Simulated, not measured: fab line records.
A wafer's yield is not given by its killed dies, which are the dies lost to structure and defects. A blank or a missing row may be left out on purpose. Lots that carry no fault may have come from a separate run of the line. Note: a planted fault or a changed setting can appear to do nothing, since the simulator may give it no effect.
Which tool was responsible? + flow n5 finfet + 72 wafers from 24 lots sampled at 3 of the route's 1938 steps

== WHAT THE GAUGES SHOWED, per wafer ==
N5_BEOL_M1_CD_MEAS_28: target cd y 23.3 nm. Usual: cd nm at 24.09 nm, with a standard deviation of 0.21.
| lot  | measured     | on        | cd nm (nm)        | flag |
|------|--------------|-----------|-------------------|------|
| L074 | day 6 07:05  | cd sem-01 | 23.80 23.99 24.39 |      |
| L075 | day 6 13:44  | cd sem-03 | 24.23 24.37 24.41 |      |
| L076 | day 6 14:11  | cd sem-01 | 24.05 23.79 24.03 |      |
| L077 | day 6 19:31  | cd sem-02 | 24.22 24.36 24.12 |      |
| L078 | day 7 02:06  | cd sem-01 | 24.34 24.29 23.82 |      |
| L079 | day 7 07:26  | cd sem-01 | 24.49 24.06 24.35 |      |
| L080 | day 7 15:15  | cd sem-01 | 24.12 24.13 24.55 |      |
| L081 | day 7 22:14  | cd sem-01 | 24.24 24.13 24.29 |      |
| L082 | day 7 23:27  | cd sem-01 | 24.16 24.31 23.90 |      |
| L083 | day 8 12:15  | cd sem-01 | 24.06 24.44 24.11 |      |
| L084 | day 8 17:43  | cd sem-01 | 23.76 24.03 24.62 |      |
| L085 | day 9 07:25  | cd sem-02 | 24.16 24.06 23.87 |      |
| L086 | day 9 07:46  | cd sem-01 | 24.20 24.15 23.99 |      |
| L087 | day 9 14:54  | cd sem-01 | 24.13 23.99 23.95 |      |
| L088 | day 9 14:48  | cd sem-03 | 24.15 24.43 24.19 |      |
| L089 | day 9 16:42  | cd sem-02 | 24.02 24.15 23.92 |      |
| L090 | day 10 08:33 | cd sem-03 | 24.23 24.24 24.16 |      |
| L092 | day 10 18:01 | cd sem-01 | 24.01 24.22 24.03 |      |
| L093 | day 10 21:43 | cd sem-02 | 24.22 23.96 23.90 |      |
| L094 | day 11 00:28 | cd sem-01 | 24.07 23.45 24.08 |      |
| L095 | day 11 04:14 | cd sem-03 | 24.27 24.21 23.98 |      |
| L096 | day 11 16:31 | cd sem-02 | 24.15 23.81 24.28 |      |
| L097 | day 11 21:01 | cd sem-03 | 23.99 24.30 23.91 |      |
| L091 | day 12 00:41 | cd sem-03 | 23.73 23.98 23.92 |      |

== TOOL THAT RAN EACH LOT (tool first, then ch and the chambers of the sampled wafers, then the start) ==
| lot  | N5_BEOL_M0_PRE_CLEAN_113     | N5_BEOL_M1_ETCH_64                 |
|------|------------------------------|------------------------------------|
| L074 | pvd sputter-01, day 6 01:31  | rie diel-03 ch 1,2,3, day 6 06:09  |
| L075 | pvd sputter-01, day 6 07:11  | rie diel-05 ch 0,3, day 6 12:47    |
| L076 | pvd sputter-01, day 6 07:38  | rie diel-03 ch 0,2,3, day 6 13:23  |
| L077 | pvd sputter-01, day 6 14:07  | rie diel-03 ch 0,2,3, day 6 18:37  |
| L078 | pvd sputter-02, day 6 18:48  | rie diel-05 ch 2,3, day 7 01:25    |
| L079 | pvd sputter-02, day 7 01:19  | rie diel-05 ch 1,2,3, day 7 06:25  |
| L080 | pvd sputter-01, day 7 10:31  | rie diel-06 ch 0,1,2, day 7 14:34  |
| L081 | pvd sputter-03, day 7 16:40  | rie diel-05 ch 0,2,3, day 7 21:28  |
| L082 | pvd sputter-01, day 7 18:22  | rie diel-05 ch 0,2,3, day 7 22:35  |
| L083 | pvd sputter-02, day 8 04:09  | rie diel-05 ch 0,1,2, day 8 11:05  |
| L084 | pvd sputter-02, day 8 12:02  | rie diel-06 ch 2,3, day 8 16:57    |
| L085 | pvd sputter-03, day 9 01:10  | rie diel-03 ch 0,2,3, day 9 06:44  |
| L086 | pvd sputter-03, day 9 01:14  | rie diel-03 ch 1,3, day 9 06:58    |
| L087 | pvd sputter-03, day 9 09:35  | rie diel-06 ch 1,2,3, day 9 14:05  |
| L088 | pvd sputter-03, day 9 09:40  | rie diel-05 ch 0,1, day 9 14:08    |
| L089 | pvd sputter-01, day 9 11:20  | rie diel-05 ch 0,1, day 9 15:54    |
| L090 | pvd sputter-01, day 10 03:33 | rie diel-06 ch 1,3, day 10 07:46   |
| L092 | pvd sputter-01, day 10 10:42 | rie diel-03 ch 1,2,3, day 10 17:17 |
| L093 | pvd sputter-02, day 10 17:39 | rie diel-05 ch 0,3, day 10 21:03   |
| L094 | pvd sputter-03, day 10 18:58 | rie diel-03 ch 0,3, day 10 23:40   |
| L095 | pvd sputter-01, day 10 23:50 | rie diel-06 ch 0,1, day 11 03:27   |
| L096 | pvd sputter-02, day 11 10:52 | rie diel-03 ch 2,3, day 11 15:50   |
| L097 | pvd sputter-01, day 11 16:04 | rie diel-03 ch 0,1,3, day 11 20:20 |
| L091 | pvd sputter-01, day 11 19:11 | rie diel-06 ch 0,3, day 11 23:53   |
- N5_BEOL_M0_PRE_CLEAN_113: time 30 s.
- N5_BEOL_M1_ETCH_64: etches SOC in N2/H2, target depth 75 nm, overetch 15 nm, time 112.5 s.

== AS READ BY THE TOOLS THEMSELVES (means over the sampled wafers that have a number; for cases with no such wafer, the mark the record gives instead) ==
N5_BEOL_M0_PRE_CLEAN_113. Usual: heater power w at 321 W, with a standard deviation of 36.
| lot  | tool           | heater power w (W) | flag |
|------|----------------|--------------------|------|
| L074 | pvd sputter-01 | 326                |      |
| L075 | pvd sputter-01 | 308                |      |
| L076 | pvd sputter-01 | 333                |      |
| L077 | pvd sputter-01 | 305                |      |
| L078 | pvd sputter-02 | 340                |      |
| L079 | pvd sputter-02 | 336                |      |
| L080 | pvd sputter-01 | 306                |      |
| L081 | pvd sputter-03 | 322                |      |
| L082 | pvd sputter-01 | 296                |      |
| L083 | pvd sputter-02 | 306                |      |
| L084 | pvd sputter-02 | 311                |      |
| L085 | pvd sputter-03 | 329                |      |
| L086 | pvd sputter-03 | 301                |      |
| L087 | pvd sputter-03 | 318                |      |
| L088 | pvd sputter-03 | 325                |      |
| L089 | pvd sputter-01 | 328                |      |
| L090 | pvd sputter-01 | 314                |      |
| L092 | pvd sputter-01 | 332                |      |
| L093 | pvd sputter-02 | 342                |      |
| L094 | pvd sputter-03 | 321                |      |
| L095 | pvd sputter-01 | 306                |      |
| L096 | pvd sputter-02 | 378                |      |
| L097 | pvd sputter-01 | 332                |      |
| L091 | pvd sputter-01 | 330                |      |

N5_BEOL_M1_ETCH_64. Usual: drypump motor current A 5.8 A, standard deviation 0.51; oes product au 0.62 a.u., standard deviation 0.057; rf vpp V 524.0 V, standard deviation 2.7; showerhead plenum p Torr 2.55 Torr, standard deviation 0.092; throttle valve pct 17.93 %, standard deviation 0.22.
| lot  | tool        | drypump motor current A (A) | oes product au (a.u.) | rf vpp V (V) | showerhead plenum p Torr (Torr) | throttle valve pct (%) | flag |
|------|-------------|-----------------------------|-----------------------|--------------|---------------------------------|------------------------|------|
| L074 | rie diel-03 | 5.9                         | 0.58                  | 525.4        | 2.56                            | 17.89                  |      |
| L075 | rie diel-05 | 5.7                         | 0.59                  | 523.0        | 2.50                            | 17.98                  |      |
| L076 | rie diel-03 | 5.9                         | 0.60                  | 524.9        | 2.58                            | 17.93                  |      |
| L077 | rie diel-03 | 5.9                         | 0.60                  | 523.4        | 2.58                            | 17.93                  |      |
| L078 | rie diel-05 | 5.1                         | 0.66                  | 521.2        | 2.47                            | 18.09                  |      |
| L079 | rie diel-05 | 5.2                         | 0.62                  | 520.0        | 2.45                            | 17.96                  |      |
| L080 | rie diel-06 | 5.9                         | 0.58                  | 524.5        | 2.56                            | 18.24                  |      |
| L081 | rie diel-05 | 5.7                         | 0.63                  | 522.7        | 2.53                            | 17.95                  |      |
| L082 | rie diel-05 | 5.7                         | 0.63                  | 523.7        | 2.53                            | 17.94                  |      |
| L083 | rie diel-05 | 5.7                         | 0.65                  | 523.7        | 2.53                            | 17.79                  |      |
| L084 | rie diel-06 | 5.6                         | 0.59                  | 520.4        | 2.42                            | 17.98                  |      |
| L085 | rie diel-03 | 5.9                         | 0.60                  | 525.2        | 2.57                            | 17.95                  |      |
| L086 | rie diel-03 | 6.0                         | 0.59                  | 523.4        | 2.53                            | 17.84                  |      |
| L087 | rie diel-06 | 5.9                         | 0.61                  | 522.3        | 2.51                            | 18.12                  |      |
| L088 | rie diel-05 | 6.3                         | 0.63                  | 526.1        | 2.58                            | 17.66                  |      |
| L089 | rie diel-05 | 6.3                         | 0.63                  | 525.7        | 2.58                            | 17.66                  |      |
| L090 | rie diel-06 | 6.2                         | 0.62                  | 525.1        | 2.60                            | 18.26                  |      |
| L092 | rie diel-03 | 5.9                         | 0.57                  | 524.0        | 2.55                            | 17.93                  |      |
| L093 | rie diel-05 | 6.2                         | 0.67                  | 526.9        | 2.68                            | 17.67                  |      |
| L094 | rie diel-03 | 5.8                         | 0.61                  | 523.5        | 2.55                            | 17.92                  |      |
| L095 | rie diel-06 | 6.2                         | 0.64                  | 526.7        | 2.64                            | 18.27                  |      |
| L096 | rie diel-03 | 6.0                         | 0.56                  | 524.7        | 2.58                            | 18.02                  |      |
| L097 | rie diel-03 | 5.9                         | 0.59                  | 523.7        | 2.54                            | 17.89                  |      |
| L091 | rie diel-06 | 5.8                         | 0.70                  | 524.7        | 2.56                            | 17.92                  |      |

== THE ANSWER, worked out from the rows above alone ==
Rule: take the mean of a lot's wafers that have a number; if it is more than 3 standard deviations from the usual mean, the lot is off. Also off: a lot with no number at a reading for which 4 or more lots have one. Any other lot the step has rows for is counted as sound. After the gauges, taken in route order, come the tools' own readings; for these a lot's mean is taken, as printed above. At the first step where some lot is off, the reading lying furthest off is the one used; lots without a number count as furthest.
None of the lots is off at any reading shown; this tells nothing.

== WHAT HAD BEEN PUT IN BY THE SIMULATOR ==
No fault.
